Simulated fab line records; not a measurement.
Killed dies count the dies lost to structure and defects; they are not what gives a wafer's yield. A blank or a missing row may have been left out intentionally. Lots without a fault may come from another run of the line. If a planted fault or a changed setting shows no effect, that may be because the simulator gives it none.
What tool caused it? :: flow n5-finfet :: 11 lots with 33 wafers sampled at 4 steps, on a route of 1938 steps

## WHAT THE GAUGES SHOWED, per wafer
N5_HKMG_FIN_CD_MEAS_12: target cd 92.8 nm.
lot: L075
measured: day 4 08:32
on: cd-sem-01
cd-nm (nm): 92.8 92.7 92.6

lot: L077
measured: day 4 19:22
on: cd-sem-03
cd-nm (nm): 93.1 92.8 92.4

lot: L079
measured: day 5 08:53
on: cd-sem-01
cd-nm (nm): 92.0 92.5 92.6

lot: L081
measured: day 5 22:32
on: cd-sem-03
cd-nm (nm): 93.1 93.2 93.0

lot: L083
measured: day 6 11:19
on: cd-sem-02
cd-nm (nm): 92.2 92.3 92.9

lot: L085
measured: day 6 22:34
on: cd-sem-03
cd-nm (nm): 92.2 93.1 92.1

lot: L087
measured: day 7 10:06
on: cd-sem-02
cd-nm (nm): 92.2 92.8 91.5

lot: L090
measured: day 8 01:55
on: cd-sem-01
cd-nm (nm): 92.2 91.7 92.7

lot: L092
measured: day 8 14:02
on: cd-sem-01
cd-nm (nm): 92.7 91.9 91.8

lot: L094
measured: day 9 02:42
on: cd-sem-03
cd-nm (nm): 93.3 93.4 92.4

lot: L096
measured: day 9 20:13
on: cd-sem-01
cd-nm (nm): 92.7 92.5 92.7

## TOOL THAT RAN EACH LOT (tool first, then ch and the chambers of the sampled wafers, then the start)
lot: L075
N5_SDB_HM_OPEN_20: rie-diel-06 ch 0,2,3, day 3 23:51
N5_SDB_STRIP_22: plasma-asher-02 ch 0,1, day 3 23:56
N5_SDB_ALD_29: ald-sin-02 ch 0,2,3, day 4 00:37

lot: L077
N5_SDB_HM_OPEN_20: rie-diel-06 ch 1,2,3, day 4 10:43
N5_SDB_STRIP_22: plasma-asher-02 ch 0,1, day 4 10:50
N5_SDB_ALD_29: ald-sin-01 ch 1,2, day 4 11:28

lot: L079
N5_SDB_HM_OPEN_20: rie-diel-06 ch 0,3, day 4 23:12
N5_SDB_STRIP_22: plasma-asher-01 ch 0,1, day 4 23:17
N5_SDB_ALD_29: ald-sin-04 ch 0,1,2, day 5 00:22

lot: L081
N5_SDB_HM_OPEN_20: rie-diel-03 ch 0,1,3, day 5 13:05
N5_SDB_STRIP_22: plasma-asher-01 ch 0,1, day 5 13:10
N5_SDB_ALD_29: ald-sin-02 ch 0,3, day 5 13:44

lot: L083
N5_SDB_HM_OPEN_20: rie-diel-06 ch 0,1,2, day 6 01:58
N5_SDB_STRIP_22: plasma-asher-02 ch 0,1, day 6 02:05
N5_SDB_ALD_29: ald-sin-02 ch 1,2,3, day 6 02:32

lot: L085
N5_SDB_HM_OPEN_20: rie-diel-04 ch 0,1,3, day 6 13:45
N5_SDB_STRIP_22: plasma-asher-01 ch 0,1, day 6 13:50
N5_SDB_ALD_29: ald-sin-01 ch 0,3, day 6 14:20

lot: L087
N5_SDB_HM_OPEN_20: rie-diel-04 ch 0,2,3, day 7 00:31
N5_SDB_STRIP_22: plasma-asher-02 ch 0,1, day 7 00:46
N5_SDB_ALD_29: ald-sin-02 ch 0,3, day 7 01:43

lot: L090
N5_SDB_HM_OPEN_20: rie-diel-04 ch 0,2,3, day 7 16:58
N5_SDB_STRIP_22: plasma-asher-02 ch 0,1, day 7 17:08
N5_SDB_ALD_29: ald-sin-01 ch 1,3, day 7 17:37

lot: L092
N5_SDB_HM_OPEN_20: rie-diel-04 ch 0,1,3, day 8 05:31
N5_SDB_STRIP_22: plasma-asher-01 ch 0,1, day 8 05:37
N5_SDB_ALD_29: ald-sin-04 ch 1,2,3, day 8 06:05

lot: L094
N5_SDB_HM_OPEN_20: rie-diel-04 ch 0,1,2, day 8 17:09
N5_SDB_STRIP_22: plasma-asher-01 ch 0, day 8 17:28
N5_SDB_ALD_29: ald-sin-02 ch 0,1,3, day 8 18:28

lot: L096
N5_SDB_HM_OPEN_20: rie-diel-04 ch 1,2,3, day 9 11:17
N5_SDB_STRIP_22: plasma-asher-01 ch 0,1, day 9 11:22
N5_SDB_ALD_29: ald-sin-02 ch 0,1,3, day 9 12:12
- N5_SDB_HM_OPEN_20: chemistry CH3F/O2, target SiNx, stops on poly-Si, target depth 24 nm.
- N5_SDB_STRIP_22: strips in N2/H2.
- N5_SDB_ALD_29: deposits SiNx, target thk 30 nm, pulse time 1 s, ald cycles 600.

## THE ANSWER, worked out from the rows above alone
Rule: the lots themselves supply what counts as usual. Put in order of their means at a reading, lots are off if they are a third of the lots or fewer, leave a main group of 4 or more, and stand apart from it by a gap of 3 or more times the standard deviation of the main group's means; of several such gaps the widest counts. Not used: any main group whose means are identical at the precision the tables above print for the reading. A lot without any number at a reading at which 4 lots or more have one is off too. Where the step has rows for the other lots, those lots are counted as sound.
None of the lots is off at any reading shown; this tells nothing.

## WHAT THE SIMULATOR HAD INSERTED
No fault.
